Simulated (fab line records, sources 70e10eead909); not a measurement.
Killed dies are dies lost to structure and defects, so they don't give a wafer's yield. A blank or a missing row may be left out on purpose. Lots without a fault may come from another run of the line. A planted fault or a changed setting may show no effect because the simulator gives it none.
Which tool did it? | flow nand_harc | 14 lots, 42 wafers sampled, at 6 steps of a route of 1302

WHAT THE GAUGES READ, wafer by wafer
NHARC_A_ZERO_WELL_CD_MEAS_10: target cd 2000 nm. Usual: cd_nm 2000.1 nm, standard deviation 2.5.
lot  | measured     | on        | cd_nm (nm)           | flag
L524 | day 6 23:49  | cd_sem-02 | 2005.4 2003.5 2001.2 |
L525 | day 7 00:23  | cd_sem-01 | 2003.5 2004.1 2001.3 |
L526 | day 7 13:27  | cd_sem-01 | 2000.1 1997.9 1998.6 |
L535 | day 11 12:07 | cd_sem-01 | 1998.1 1994.8 1997.9 |
L537 | day 11 23:56 | cd_sem-03 | 1999.9 1999.3 2003.1 |
L536 | day 12 01:11 | cd_sem-03 | 1998.1 1996.1 1998.9 |
L539 | day 12 16:29 | cd_sem-02 | 2000.7 2001.8 2001.8 |
L538 | day 12 17:46 | cd_sem-03 | 2002.3 1996.6 1999.0 |
L541 | day 13 16:10 | cd_sem-02 | 1999.3 1999.5 1999.8 |
L542 | day 14 08:55 | cd_sem-02 | 1996.4 1999.6 1999.3 |
L544 | day 15 01:32 | cd_sem-03 | 1997.9 1997.1 2001.6 |
L545 | day 15 18:14 | cd_sem-03 | 1996.3 1995.7 1994.4 |
L547 | day 16 04:29 | cd_sem-02 | 1997.3 1997.3 2000.6 |
L546 | day 16 04:54 | cd_sem-01 | 2000.6 2002.3 1998.7 |

NHARC_A_SOURCE_PLATE_THK_MEAS_06: measures by ellipsometry. Usual: thk_nm 199.9 nm, standard deviation 2.2.
lot  | measured     | on            | thk_nm (nm)       | flag
L524 | day 7 22:39  | film_metro-01 | 195.0 197.4 196.5 |
L525 | day 7 22:39  | film_metro-02 | 200.7 202.6 201.8 |
L526 | day 8 11:40  | film_metro-01 | 200.5 201.2 202.2 |
L535 | day 12 08:44 | film_metro-02 | 198.5 199.2 198.7 |
L537 | day 12 21:32 | film_metro-01 | 196.5 197.4 196.5 |
L536 | day 12 21:32 | film_metro-02 | 203.8 203.4 204.7 |
L539 | day 13 15:06 | film_metro-01 | 199.4 198.6 200.4 |
L538 | day 13 15:06 | film_metro-01 | 200.6 200.5 199.3 |
L541 | day 14 11:52 | film_metro-02 | 197.8 196.8 199.9 |
L542 | day 15 06:16 | film_metro-01 | 199.9 198.4 199.7 |
L544 | day 16 00:20 | film_metro-02 | 201.5 199.0 201.0 |
L545 | day 16 16:26 | film_metro-01 | 198.1 196.6 195.4 |
L547 | day 17 02:16 | film_metro-01 | 202.0 198.6 201.9 |
L546 | day 17 02:16 | film_metro-01 | 199.7 199.7 199.0 |

NHARC_A_SOURCE_PLATE_INSPECT_08. Usual: raw_defect_count 60, standard deviation 24.
lot  | measured     | on                | raw_defect_count | flag
L524 | day 7 22:43  | defect_inspect-02 | 64 38 55         |
L525 | day 7 22:43  | defect_inspect-01 | 70 98 41         |
L526 | day 8 11:44  | defect_inspect-01 | 103 83 120       |
L535 | day 12 08:47 | defect_inspect-02 | 63 48 65         |
L537 | day 12 21:35 | defect_inspect-01 | 22 66 46         |
L536 | day 12 21:35 | defect_inspect-02 | 74 63 37         |
L539 | day 13 15:10 | defect_inspect-01 | 84 49 105        |
L538 | day 13 15:10 | defect_inspect-02 | 43 55 67         |
L541 | day 14 11:56 | defect_inspect-01 | 23 33 15         |
L542 | day 15 06:21 | defect_inspect-02 | 54 116 69        |
L544 | day 16 00:26 | defect_inspect-02 | 51 29 38         |
L545 | day 16 16:31 | defect_inspect-02 | 43 37 37         |
L547 | day 17 02:20 | defect_inspect-02 | 56 138 65        |
L546 | day 17 02:20 | defect_inspect-02 | 48 36 55         |

NHARC_A_ONON_D1_THK_MEAS_18: measures by ellipsometry. Usual: thk_nm 999 nm, standard deviation 10.
lot  | measured     | on            | thk_nm (nm)    | flag
L524 | day 8 09:41  | film_metro-01 | 994 996 994    |
L525 | day 8 09:41  | film_metro-02 | 985 985 984    |
L526 | day 8 22:43  | film_metro-02 | 1007 1006 1005 |
L535 | day 12 19:17 | film_metro-01 | 707 707 707    | OFF
L537 | day 13 12:17 | film_metro-01 | 995 995 997    |
L536 | day 13 12:17 | film_metro-01 | 704 705 706    | OFF
L539 | day 14 01:50 | film_metro-02 | 1004 1002 1001 |
L538 | day 14 01:49 | film_metro-01 | 1003 1003 1002 |
L541 | day 14 22:48 | film_metro-01 | 989 989 989    |
L542 | day 15 16:49 | film_metro-01 | 994 994 996    |
L544 | day 16 11:03 | film_metro-02 | 991 990 992    |
L545 | day 17 07:02 | film_metro-02 | 989 989 988    |
L547 | day 17 13:37 | film_metro-01 | 1002 1000 1002 |
L546 | day 17 13:37 | film_metro-02 | 1006 1006 1006 |

NHARC_END_SORT_01. Usual: killed_at_array 59, standard deviation 20; killed_at_other 0.8, standard deviation 1.1; killed_at_periphery 5, standard deviation 3.1; killed_dies 64, standard deviation 21; killed_open 3.4, standard deviation 1.9; killed_short 2.3, standard deviation 1.7.
lot  | measured     | on        | killed_at_array | killed_at_other | killed_at_periphery | killed_dies | killed_open | killed_short | flag
L535 | day 29 03:18 | prober-02 | 676 676 675     | 0 0 0           | 1 1 2               | 677 677 677 | 2 6 3       | 1 2 1        | OFF
L536 | day 29 17:34 | prober-02 | 673 671 669     | 0 2 3           | 4 4 5               | 677 677 677 | 0 4 5       | 3 3 4        | OFF
L539 | day 30 05:18 | prober-02 | 48 69 42        | 1 1 0           | 5 0 6               | 54 70 48    | 0 6 1       | 2 6 1        |
L538 | day 30 04:29 | prober-01 | 103 84          | 0 1             | 6 4                 | 109 89      | 8 4         | 3 1          |

WHICH TOOL RAN EACH LOT (tool, then ch and the chambers of the sampled wafers, then the start)
lot  | NHARC_A_ONON_D1_DEP_16
L524 | pecvd_onon-03 ch 0, day 8 09:10
L525 | pecvd_onon-04 ch 0, day 8 09:14
L526 | pecvd_onon-04 ch 0, day 8 22:23
L535 | pecvd_onon-04 ch 0, day 12 18:50
L537 | pecvd_onon-01 ch 0, day 13 11:47
L536 | pecvd_onon-04 ch 0, day 13 11:46
L539 | pecvd_onon-01 ch 0, day 14 01:23
L538 | pecvd_onon-03 ch 0, day 14 01:19
L541 | pecvd_onon-03 ch 0, day 14 22:17
L542 | pecvd_onon-01 ch 0, day 15 16:19
L544 | pecvd_onon-04 ch 0, day 16 10:36
L545 | pecvd_onon-01 ch 0, day 17 06:39
L547 | pecvd_onon-04 ch 0, day 17 13:10
L546 | pecvd_onon-01 ch 0, day 17 13:10
- NHARC_A_ONON_D1_DEP_16: target thk 1000 nm.

WHAT THE TOOLS THEMSELVES READ (means of the sampled wafers that have a number; where no wafer has one, the mark that the record gives instead)
NHARC_A_ONON_D1_DEP_16. Usual: susceptor_temp_C 399.97 C, standard deviation 0.23.
lot  | tool          | susceptor_temp_C (C) | flag
L524 | pecvd_onon-03 | 399.59               |
L525 | pecvd_onon-04 | 399.78               |
L526 | pecvd_onon-04 | 399.57               |
L535 | pecvd_onon-04 | 400.16               |
L537 | pecvd_onon-01 | 400.18               |
L536 | pecvd_onon-04 | 400.08               |
L539 | pecvd_onon-01 | 399.90               |
L538 | pecvd_onon-03 | 400.46               |
L541 | pecvd_onon-03 | 400.01               |
L542 | pecvd_onon-01 | 400.06               |
L544 | pecvd_onon-04 | 399.85               |
L545 | pecvd_onon-01 | 399.85               |
L547 | pecvd_onon-04 | 400.28               |
L546 | pecvd_onon-01 | 400.03               |

THE ANSWER, worked out from the rows above alone
Rule: a lot is off if the mean of its wafers that have a number lies more than 3 standard deviations from the usual mean. A lot without any number at a reading at which 4 lots or more have one is off too. The other lots that the step has rows for count as sound. The gauges are gone through in route order, then the tools' own readings, and for those a lot's mean is taken as printed above. The first step at which some lot is off is used, and at that step the reading that is off furthest; a lot without a number counts as furthest.
Off: L535, L536, at NHARC_A_ONON_D1_THK_MEAS_18 (thk_nm).
A tool fits if, at a process step before that reading, it ran every lot that is off, and no sound lot after the first of them. The gauges at NHARC_A_ONON_D1_THK_MEAS_18 aren't tried: what is off there is off at NHARC_END_SORT_01 too, on other tools, and a gauge's error can't cause that. None of those tried fits.

WHAT THE SIMULATOR HAD PUT IN
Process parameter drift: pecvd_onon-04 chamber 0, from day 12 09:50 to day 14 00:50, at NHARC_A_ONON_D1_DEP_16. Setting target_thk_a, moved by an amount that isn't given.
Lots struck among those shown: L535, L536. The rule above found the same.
